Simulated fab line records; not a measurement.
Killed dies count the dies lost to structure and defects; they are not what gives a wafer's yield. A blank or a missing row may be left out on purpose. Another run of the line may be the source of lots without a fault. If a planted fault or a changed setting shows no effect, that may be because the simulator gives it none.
Which tool did it? + flow n5_finfet + Sampling: 9 lots, 25 wafers, 5 of 1938 route steps

== WHAT EACH GAUGE READ, for each wafer ==
N5_BEOL_M4_RC_MEAS_101. Usual: DIBL_N 35.9 mV/V, standard deviation 1.4; DIBL_P 35.9 mV/V, standard deviation 1.7; IOFF_N 0.155 nA/um, standard deviation 0.023; IOFF_P 0.201 nA/um, standard deviation 0.029; ION_N 672 uA/um, standard deviation 8.8; ION_P 460 uA/um, standard deviation 7; SS_N 71.6 mV/dec, standard deviation 0.48; SS_P 73.1 mV/dec, standard deviation 0.64; VT_N 250.0 mV, standard deviation 3; VT_P -251.6 mV, standard deviation 3.
| lot  | measured     | on        | DIBL_N (mV/V)  | DIBL_P (mV/V)  | IOFF_N (nA/um)    | IOFF_P (nA/um)    | ION_N (uA/um) | ION_P (uA/um) | SS_N (mV/dec)  | SS_P (mV/dec)  | VT_N (mV)         | VT_P (mV)            | flag |
|------|--------------|-----------|----------------|----------------|-------------------|-------------------|---------------|---------------|----------------|----------------|-------------------|----------------------|------|
| L951 | day 8 02:14  | prober-02 | 34.6 38.2 37.1 | 35.1 38.6 37.4 | 0.131 0.191 0.174 | 0.195 0.252 0.229 | 667 680 672   | 460 464 459   | 71.7 72.2 71.7 | 73.3 74.6 74.0 | 250.4 245.9 247.3 | -252.1 -250.6 -249.8 |      |
| L952 | day 8 04:57  | prober-02 | 34.9 34.1 35.3 | 33.6 33.5 35.0 | 0.130 0.120 0.145 | 0.184 0.181 0.213 | 652 660 664   | 452 455 463   | 71.9 71.0 71.7 | 72.2 72.6 72.7 | 256.1 254.3 251.9 | -249.7 -250.7 -250.3 |      |
| L953 | day 8 14:56  | prober-02 | 35.3 35.4 36.0 | 34.0 34.6 36.0 | 0.146 0.144 0.163 | 0.207 0.206 0.232 | 672 670 688   | 469 462 475   | 71.8 71.1 72.0 | 72.6 73.0 73.2 | 252.7 250.4 248.6 | -248.6 -247.5 -247.8 |      |
| L954 | day 9 02:19  | prober-02 | 36.2 37.7 35.9 | 35.5 36.6 35.5 | 0.143 0.163 0.145 | 0.188 0.202 0.190 | 669 666 674   | 458 456 462   | 71.7 72.1 71.3 | 72.4 73.5 72.6 | 251.5 251.0 250.1 | -255.1 -252.9 -252.0 |      |
| L960 | day 10 18:28 | prober-02 | 33.1 35.3 33.2 | 31.8 34.6 32.0 | 0.114 0.157 0.117 | 0.162 0.205 0.164 | 657 674 674   | 454 459 458   | 71.0 71.5 69.9 | 72.5 73.1 71.5 | 251.4 247.7 253.3 | -253.1 -252.2 -252.7 |      |
| L965 | day 11 12:03 | prober-01 | 36.9 37.7 36.5 | 36.8 37.6 35.2 | 0.183 0.198 0.170 | 0.244 0.260 0.227 | 684 671 670   | 467 463 461   | 72.1 72.6 72.4 | 74.0 73.6 73.7 | 246.3 244.0 248.2 | -249.6 -246.0 -249.3 |      |
| L967 | day 12 05:38 | prober-01 | 39.0 37.4      | 37.3 35.3      | 0.177 0.144       | 0.217 0.196       | 675 675       | 457 458       | 71.8 71.4      | 74.6 73.4      | 250.3 247.9       | -251.7 -251.1        |      |
| L971 | day 12 22:47 | prober-02 | 38.5 37.6      | 39.4 38.0      | 0.195 0.187       | 0.250 0.231       | 685 686       | 464 469       | 72.4 71.8      | 73.7 73.0      | 248.6 243.6       | -249.5 -249.3        |      |
| L974 | day 13 23:38 | prober-02 | 35.6 34.9 33.5 | 34.0 34.2 32.8 | 0.141 0.131 0.113 | 0.186 0.198 0.168 | 649 668 654   | 448 462 454   | 71.7 71.1 71.0 | 72.6 73.4 72.6 | 255.4 250.9 256.9 | -253.7 -251.9 -252.6 |      |

== TOOL THAT RAN EACH LOT (tool first, then ch and the chambers of the sampled wafers, then the start) ==
| lot  | N5_BEOL_M2_STRIP_66                | N5_BEOL_M2_DESCUM_33               | N5_BEOL_M2_ETCH_69                 | N5_BEOL_M2_ETCHBACK_99             |
|------|------------------------------------|------------------------------------|------------------------------------|------------------------------------|
| L951 | rie_diel-06 ch 0,1,3, day 6 15:56  | rie_diel-06 ch 0,3, day 6 16:53    | rie_diel-06 ch 0,3, day 6 16:56    | rie_diel-02 ch 0,1,3, day 6 20:07  |
| L952 | rie_diel-02 ch 0,1, day 6 21:04    | rie_diel-06 ch 0,1,3, day 6 21:52  | rie_diel-06 ch 0,1,3, day 6 21:55  | rie_diel-02 ch 0,1,2, day 6 23:35  |
| L953 | rie_diel-05 ch 0,2,3, day 7 05:19  | rie_diel-05 ch 0,1,3, day 7 06:21  | rie_diel-05 ch 0,1,3, day 7 06:24  | rie_diel-06 ch 1,2,3, day 7 10:19  |
| L954 | rie_diel-05 ch 1,3, day 7 08:43    | rie_diel-06 ch 0,1,2, day 7 09:23  | rie_diel-06 ch 0,1,2, day 7 09:26  | rie_diel-02 ch 1,3, day 7 13:26    |
| L960 | rie_diel-02 ch 0,3, day 9 06:20    | rie_diel-06 ch 0,1,3, day 9 07:00  | rie_diel-06 ch 0,1,3, day 9 07:03  | rie_diel-06 ch 1,2,3, day 9 09:28  |
| L965 | rie_diel-05 ch 0,2,3, day 10 03:41 | rie_diel-06 ch 1,2,3, day 10 04:33 | rie_diel-06 ch 1,2,3, day 10 04:36 | rie_diel-05 ch 1,2,3, day 10 06:49 |
| L967 | rie_diel-02 ch 0,2, day 10 14:28   | rie_diel-06 ch 2, day 10 15:24     | rie_diel-06 ch 2, day 10 15:27     | rie_diel-05 ch 3, day 10 21:16     |
| L971 | rie_diel-02 ch 0,3, day 11 13:32   | rie_diel-06 ch 2, day 11 14:22     | rie_diel-06 ch 2, day 11 14:25     | rie_diel-05 ch 1,2, day 11 20:45   |
| L974 | rie_diel-02 ch 1,2,3, day 12 11:06 | rie_diel-05 ch 0,2,3, day 12 12:05 | rie_diel-05 ch 0,2,3, day 12 12:09 | rie_diel-06 ch 1,2,3, day 12 15:58 |
- N5_BEOL_M2_STRIP_66: strips in CF4.
- N5_BEOL_M2_DESCUM_33: chemistry O2, time 7 s.
- N5_BEOL_M2_ETCH_69: etches SiARC in CF4, target depth 15.6 nm, time 26 s.
- N5_BEOL_M2_ETCHBACK_99: etches SiO2 in CHF3, target depth 5 nm, time 10.4 s.

== WHAT THE TOOLS THEMSELVES READ (means of the sampled wafers that have a number; where no wafer has one, the mark that the record gives instead) ==
N5_BEOL_M2_STRIP_66. Usual: drypump_motor_current_A 5.8 A, standard deviation 0.51; oes_product_au 0.77 a.u., standard deviation 0.083; rf_vpp_V 271.7 V, standard deviation 1.5; showerhead_plenum_p_Torr 1.82 Torr, standard deviation 0.06; throttle_valve_pct 13.56 %, standard deviation 0.25.
| lot  | tool        | drypump_motor_current_A (A) | oes_product_au (a.u.) | rf_vpp_V (V) | showerhead_plenum_p_Torr (Torr) | throttle_valve_pct (%) | flag |
|------|-------------|-----------------------------|-----------------------|--------------|---------------------------------|------------------------|------|
| L951 | rie_diel-06 | 5.8                         | 0.76                  | 271.3        | 1.79                            | 13.80                  |      |
| L952 | rie_diel-02 | 6.5                         | 0.79                  | 273.2        | 1.86                            | 13.34                  |      |
| L953 | rie_diel-05 | 5.4                         | 0.86                  | 271.8        | 1.84                            | 13.39                  |      |
| L954 | rie_diel-05 | 4.9                         | 0.75                  | 272.6        | 1.85                            | 13.72                  |      |
| L960 | rie_diel-02 | 6.0                         | 0.69                  | 270.4        | 1.77                            | 13.64                  |      |
| L965 | rie_diel-05 | 5.4                         | 0.80                  | 272.6        | 1.84                            | 13.46                  |      |
| L967 | rie_diel-02 | 6.1                         | 0.73                  | 272.0        | 1.81                            | 13.54                  |      |
| L971 | rie_diel-02 | 6.1                         | 0.84                  | 270.6        | 1.77                            | 13.36                  |      |
| L974 | rie_diel-02 | 6.1                         | 0.80                  | 270.6        | 1.83                            | 13.43                  |      |

N5_BEOL_M2_DESCUM_33. Usual: drypump_motor_current_A 5.7 A, standard deviation 0.45; oes_product_au 0.79 a.u., standard deviation 0.098; rf_vpp_V 243.7 V, standard deviation 1.6; showerhead_plenum_p_Torr 2.12 Torr, standard deviation 0.083; temp_c 40.00 C, standard deviation 0.11; throttle_valve_pct 20.47 %, standard deviation 0.28.
| lot  | tool        | drypump_motor_current_A (A) | oes_product_au (a.u.) | rf_vpp_V (V) | showerhead_plenum_p_Torr (Torr) | temp_c (C) | throttle_valve_pct (%) | flag |
|------|-------------|-----------------------------|-----------------------|--------------|---------------------------------|------------|------------------------|------|
| L951 | rie_diel-06 | 5.8                         | 0.77                  | 243.0        | 2.13                            | 39.91      | 20.63                  |      |
| L952 | rie_diel-06 | 5.8                         | 0.77                  | 242.7        | 2.09                            | 39.96      | 20.65                  |      |
| L953 | rie_diel-05 | 5.3                         | 0.83                  | 244.3        | 2.11                            | 39.96      | 20.35                  |      |
| L954 | rie_diel-06 | 5.6                         | 0.70                  | 241.4        | 2.02                            | 40.02      | 20.86                  |      |
| L960 | rie_diel-06 | 5.8                         | 0.84                  | 243.6        | 2.17                            | 40.00      | 20.56                  |      |
| L965 | rie_diel-06 | 5.6                         | 0.84                  | 244.1        | 2.14                            | 39.96      | 20.55                  |      |
| L967 | rie_diel-06 | 5.1                         | 0.70                  | 240.9        | 2.00                            | 39.86      | 20.87                  |      |
| L971 | rie_diel-06 | 5.1                         | 0.69                  | 242.2        | 2.00                            | 40.07      | 20.88                  |      |
| L974 | rie_diel-05 | 5.4                         | 0.80                  | 243.5        | 2.13                            | 40.00      | 20.27                  |      |

N5_BEOL_M2_ETCH_69. Usual: drypump_motor_current_A 5.7 A, standard deviation 0.45; etch_rf_on_time_s 25.9 s, standard deviation 0.45; oes_product_au 0.68 a.u., standard deviation 0.082; rf_vpp_V 184.4 V, standard deviation 1.2; showerhead_plenum_p_Torr 2.17 Torr, standard deviation 0.084; throttle_valve_pct 15.65 %, standard deviation 0.27.
| lot  | tool        | drypump_motor_current_A (A) | etch_rf_on_time_s (s) | oes_product_au (a.u.) | rf_vpp_V (V) | showerhead_plenum_p_Torr (Torr) | throttle_valve_pct (%) | flag |
|------|-------------|-----------------------------|-----------------------|-----------------------|--------------|---------------------------------|------------------------|------|
| L951 | rie_diel-06 | 5.8                         | 26.0                  | 0.66                  | 184.9        | 2.16                            | 15.75                  |      |
| L952 | rie_diel-06 | 5.8                         | 26.0                  | 0.65                  | 183.9        | 2.14                            | 15.82                  |      |
| L953 | rie_diel-05 | 5.3                         | 25.8                  | 0.71                  | 184.4        | 2.16                            | 15.56                  |      |
| L954 | rie_diel-06 | 5.6                         | 26.2                  | 0.59                  | 182.8        | 2.06                            | 16.02                  |      |
| L960 | rie_diel-06 | 5.8                         | 25.6                  | 0.72                  | 184.8        | 2.21                            | 15.70                  |      |
| L965 | rie_diel-06 | 5.6                         | 22.5                  | 0.80                  | 184.3        | 2.19                            | 15.71                  | OFF  |
| L967 | rie_diel-06 | 5.1                         | 16.4                  | 0.80                  | 182.3        | 2.04                            | 15.99                  | OFF  |
| L971 | rie_diel-06 | 5.1                         | 21.1                  | 0.70                  | 183.2        | 2.03                            | 16.00                  | OFF  |
| L974 | rie_diel-05 | 5.4                         | 26.1                  | 0.67                  | 184.7        | 2.18                            | 15.50                  |      |

N5_BEOL_M2_ETCHBACK_99. Usual: drypump_motor_current_A 5.7 A, standard deviation 0.48; oes_product_au 0.79 a.u., standard deviation 0.091; rf_vpp_V 242.5 V, standard deviation 2.8; showerhead_plenum_p_Torr 2.18 Torr, standard deviation 0.081; throttle_valve_pct 17.05 %, standard deviation 0.25.
| lot  | tool        | drypump_motor_current_A (A) | oes_product_au (a.u.) | rf_vpp_V (V) | showerhead_plenum_p_Torr (Torr) | throttle_valve_pct (%) | flag |
|------|-------------|-----------------------------|-----------------------|--------------|---------------------------------|------------------------|------|
| L951 | rie_diel-02 | 6.3                         | 0.76                  | 242.1        | 2.18                            | 16.89                  |      |
| L952 | rie_diel-02 | 6.3                         | 0.78                  | 244.0        | 2.21                            | 16.86                  |      |
| L953 | rie_diel-06 | 5.6                         | 0.77                  | 241.6        | 2.12                            | 17.28                  |      |
| L954 | rie_diel-02 | 6.0                         | 0.72                  | 242.1        | 2.17                            | 17.00                  |      |
| L960 | rie_diel-06 | 5.6                         | 0.85                  | 242.9        | 2.21                            | 17.17                  |      |
| L965 | rie_diel-05 | 5.2                         | 0.80                  | 243.9        | 2.23                            | 17.11                  |      |
| L967 | rie_diel-05 | 4.8                         | 0.68                  | 243.0        | 2.22                            | 17.19                  |      |
| L971 | rie_diel-05 | 5.3                         | 0.81                  | 244.4        | 2.22                            | 17.12                  |      |
| L974 | rie_diel-06 | 5.6                         | 0.80                  | 242.6        | 2.19                            | 17.22                  |      |

== THE ANSWER, worked out from the rows above alone ==
Rule: a lot counts as off when the mean over its wafers that have a number is more than 3 standard deviations away from the usual mean. Also off: a lot with no number at a reading for which 4 or more lots have one. All remaining lots with rows at the step are treated as sound. The gauges are gone through in route order, then the tools' own readings, and for those a lot's mean is taken as printed above. The first step at which some lot is off is used, and at that step the reading that is off furthest; a lot without a number counts as furthest.
Off, at N5_BEOL_M2_ETCH_69 on etch_rf_on_time_s: L965, L967, L971.
A tool fits if, at that step or a process step before it, it ran every lot that is off, and no sound lot after the first of them. One fits: N5_BEOL_M2_DESCUM_33 and N5_BEOL_M2_ETCH_69 on rie_diel-06. At N5_BEOL_M2_DESCUM_33 its last sound lot is L960 (day 9 07:00), its first lot that is off L965 (day 10 04:33): a fault that began between those two fits.

== WHAT HAD BEEN PUT IN BY THE SIMULATOR ==
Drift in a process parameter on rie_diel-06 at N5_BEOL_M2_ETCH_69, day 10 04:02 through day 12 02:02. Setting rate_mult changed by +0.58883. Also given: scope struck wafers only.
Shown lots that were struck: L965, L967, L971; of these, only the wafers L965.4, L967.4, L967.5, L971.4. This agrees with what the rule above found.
